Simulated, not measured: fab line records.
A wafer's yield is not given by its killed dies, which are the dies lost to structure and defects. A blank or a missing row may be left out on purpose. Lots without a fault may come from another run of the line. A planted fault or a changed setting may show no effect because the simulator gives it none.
Code-filled problem report in 8D (eight disciplines) form || flow nand harc || the parts of the form that need people (team, actions taken, sign-off) are left out

1. THE ISSUE
At NHARC_A_CHANNEL_HOLE_D1_INSPECT_40, raw defect count averages 701 over 9 wafers from 3 lots, while fault-free wafers read 59, standard deviation 17. That is +38 standard deviations from the usual mean.
First seen on wafer L921.2, day 12 04:29, on defect inspect-02. The record has a number at this step for 33 wafers belonging to 11 lots. The rule behind "out" and "out of limits": a value lying over 4 standard deviations away from the usual mean. Any other wafer with a number is counted as sound.

2. WHAT IT IS, AND WHAT IT ISN'T
{"question": "which readings at this step", "is": "raw defect count", "is not": "-"}
{"question": "which lots", "is": "L921, L922, L923", "is not": "L909, L911, L912, L916, L918, L919, L926, L929"}
{"question": "which wafers of those lots", "is": "all that have a number", "is not": "-"}
{"question": "read on which gauges", "is": "defect inspect-01, defect inspect-02", "is not": "-"}
{"question": "when", "is": "from day 12 04:29", "is not": "up to then (18 sound wafers); but 6 sound wafers of L926, L929 came after"}

3. THE SUSPECTS, EACH WITH WHAT RULES IT OUT
Counting: a tool stays on the suspect list if, at a process step up to the reading, it processed all lots that are out and no sound lot following the first of them.
- ruled out: the gauge at NHARC_A_CHANNEL_HOLE_D1_INSPECT_40. 2 gauges (defect inspect-01, defect inspect-02) read the wafers that are out.
- rie diel-02 at NHARC_A_CHANNEL_HOLE_D1_ETCH_39 (etches the open film in N2/H2, target depth 260 nm, time 325 s): kept. It ran every lot that is out, first L921 (day 11 21:47), and no sound lot after that; its last sound lot up to then is L919 (day 11 10:16).
- har etch-01 at NHARC_A_CHANNEL_HOLE_D1_ETCH_21 (etches the open film in C4F8/O2/Ar, time 514.3 s, target depth 1600 nm): kept. It ran every lot that is out, first L921 (day 11 23:17), and no sound lot after that; its last sound lot up to then is L912 (day 9 21:43).
- har etch-01 at NHARC_A_CHANNEL_HOLE_D1_ETCH_24 (etches the open film in C4F8/O2/Ar, time 906.2 s, target depth 1500 nm): kept. It ran every lot that is out, first L921 (day 12 01:02), and no sound lot after that; its last sound lot up to then is L912 (day 9 23:26).
Left after counting: rie diel-02 at NHARC_A_CHANNEL_HOLE_D1_ETCH_39, har etch-01 at NHARC_A_CHANNEL_HOLE_D1_ETCH_21, har etch-01 at NHARC_A_CHANNEL_HOLE_D1_ETCH_24.

4. THE CAUSE (what the simulator had put in)
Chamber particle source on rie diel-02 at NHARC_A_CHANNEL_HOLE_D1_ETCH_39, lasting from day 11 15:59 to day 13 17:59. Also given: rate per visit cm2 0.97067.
This tool is one of the 3 suspects left after counting.

5. SEQUENCE OF EFFECTS, ordered by route
One row per reading whose mean, taken over the struck wafers that have a number, lies over 3 standard deviations from the usual. Readings are gone through only where the record gives a usual standard deviation; hours: the median, over the lots, of the time from a lot's start at the first step in this table giving one to that lot's start at this step; sigmas: the change measured in usual standard deviations.
{"hours": 0, "step": "NHARC_A_CHANNEL_HOLE_D1_INSPECT_40", "reading": "raw defect count", "usual": 59, "on struck wafers": 701, "change": "+642", "sigmas": "+38"}
{"hours": 260, "step": "NHARC_END_SORT_01", "reading": "killed at array", "usual": 26, "on struck wafers": 88, "change": "+62", "sigmas": "+6.4"}
{"hours": 260, "step": "NHARC_END_SORT_01", "reading": "killed dies", "usual": 31, "on struck wafers": 91, "change": "+60", "sigmas": "+6.1"}

6. WHAT WOULD HAVE CAUGHT IT SOONER
In this record the first reading out of limits at a measuring or inspecting step was taken at day 12 04:29, 12 hours after the fault began at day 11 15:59.
An alarm limit of 4 standard deviations would not have fired on the tool readings at NHARC_A_CHANNEL_HOLE_D1_ETCH_39 for which the record gives a usual standard deviation, since none of them was out on any struck wafer.
L922, L923, from the lots that are out (3), started NHARC_A_CHANNEL_HOLE_D1_ETCH_39 on rie diel-02 later than day 12 04:29. A hold on the tool at that time would have spared those 2.
